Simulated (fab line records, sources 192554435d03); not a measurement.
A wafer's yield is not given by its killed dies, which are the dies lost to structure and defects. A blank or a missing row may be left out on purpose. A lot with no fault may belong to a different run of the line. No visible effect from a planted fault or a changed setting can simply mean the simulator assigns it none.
Matching of chambers	flow n5Finfet	rieDiel-03 running N5_BEOL_M7_ETCH_62: 4 sister chambers
The step etches SOC in N2/H2, target depth 110 nm, overetch 22 nm, time 165 s. 4 wafers are shown with their chamber, then 7 later ones without.

## WAFERS, EACH WITH ITS CHAMBER
wafer	chamber	showerheadPlenumPTorr (Torr)
L082.4	1	2.52
L085.4	3	2.63
L091.1	2	2.59
L091.4	0	2.61

## WAFERS MISSING THEIR CHAMBER
wafer	showerheadPlenumPTorr (Torr)
L091.5	2.61
L093.3	2.51
L093.4	2.61
L093.6	2.59
L096.2	2.59
L096.3	2.51
L096.4	2.62

## THE CHAMBER EACH PASSED THROUGH
wafer	from the rows above	in truth
L091.5	0	0
L093.3	1	1
L093.4	0	0
L093.6	2	2
L096.2	2	2
L096.3	1	1
L096.4	can't be placed: 3 or 0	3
Correct placement for 6 of the 7. Can't be placed from these rows: 1 (the true chamber is among the candidates in 1). Wrongly placed: 0.
How it was worked out, from the rows above alone: a wafer's distance from a chamber is the root of the sum, over the readings, of the square of ((its reading less the chamber's mean) divided by the reading's scatter). The wafer belongs to the nearest chamber; if the next one is less than 2 further off, it can't be placed. A chamber's mean is the mean of its shown wafers. The scatter (one wafer shown for each chamber): square how far every hidden wafer sits from the nearest shown wafer, average those squares and take the square root.
